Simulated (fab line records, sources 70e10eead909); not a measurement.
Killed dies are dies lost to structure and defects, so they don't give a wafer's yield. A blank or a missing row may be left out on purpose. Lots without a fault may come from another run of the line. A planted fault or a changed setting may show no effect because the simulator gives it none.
Chamber matching | flow nand_harc | NHARC_P_M1_ETCH_35 on rie_diel-06: 4 sister chambers
The step etches the open film in N2/H2, target depth 40 nm, overetch 12 nm, time 43.94 s. 4 wafers are shown with their chamber, then 8 later ones without.

WAFERS WITH THEIR CHAMBER
wafer  | chamber | drypump_motor_current_A (A)
L089.3 | 2       | 6.1
L089.5 | 0       | 6.5
L089.6 | 1       | 5.8
L090.3 | 3       | 5.3

WAFERS WITHOUT THEIR CHAMBER
wafer  | drypump_motor_current_A (A)
L090.4 | 6.2
L090.6 | 5.8
L093.3 | 6.2
L093.4 | 5.8
L093.5 | 5.3
L095.4 | 5.3
L095.5 | 6.2
L095.6 | 5.8

WHICH CHAMBER EACH WENT THROUGH
wafer  | from the rows above | in truth
L090.4 | 2                   | 2
L090.6 | 1                   | 1
L093.3 | 2                   | 2
L093.4 | 1                   | 1
L093.5 | 3                   | 3
L095.4 | 3                   | 3
L095.5 | 2                   | 2
L095.6 | 1                   | 1
Placed correctly: 8 of 8. Can't be placed from these rows: 0. Placed wrongly: 0.
How it was worked out, from the rows above alone: a wafer's distance from a chamber is the root of the sum, over the readings, of the square of ((its reading less the chamber's mean) divided by the reading's scatter). The wafer belongs to the nearest chamber; if the next one is less than 2 further off, it can't be placed. A chamber's mean is the mean of its shown wafers. The scatter: with one shown wafer a chamber, the root of the mean of the squares of how far each hidden wafer lies from its nearest shown one.
